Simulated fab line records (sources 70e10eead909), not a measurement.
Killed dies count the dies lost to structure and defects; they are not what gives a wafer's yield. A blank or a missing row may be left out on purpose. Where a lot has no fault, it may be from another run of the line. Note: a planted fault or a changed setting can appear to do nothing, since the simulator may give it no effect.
Chamber matching -- flow nand-harc -- NHARC_A_STAIRCASE_TRIM_196 on rie-diel-11 has 4 sister chambers
The step chemistry O2, time 211.2 s. 4 wafers are shown with their chamber, then 10 later ones without.

## WAFERS WITH THEIR CHAMBER
wafer,chamber,drypump-motor-current-A (A)
L085.2,1,5.8
L088.5,0,6.2
L094.1,3,5.4
L094.4,2,5.5

## WAFERS MISSING THEIR CHAMBER
wafer,drypump-motor-current-A (A)
L094.5,5.8
L093.3,5.8
L093.5,6.3
L093.6,5.8
L095.2,5.5
L095.5,6.3
L095.6,5.8
L097.1,5.4
L097.4,5.8
L097.5,5.4

## CHAMBER TAKEN BY EACH
wafer,from the rows above,in truth
L094.5,1,1
L093.3,1,1
L093.5,0,0
L093.6,1,1
L095.2,2,2
L095.5,0,0
L095.6,1,1
L097.1,3,3
L097.4,1,1
L097.5,3,3
Correct placement for 10 of the 10. From these rows, 0 cannot be placed. 0 placed wrongly.
How it was worked out, from the rows above alone: a wafer's distance from a chamber is the root of the sum, over the readings, of the square of ((its reading less the chamber's mean) divided by the reading's scatter). The wafer belongs to the nearest chamber; if the next one is less than 2 further off, it can't be placed. For every chamber, the mean is computed from those of its wafers that are shown. The scatter (one wafer shown for each chamber): square how far every hidden wafer sits from the nearest shown wafer, average those squares and take the square root.
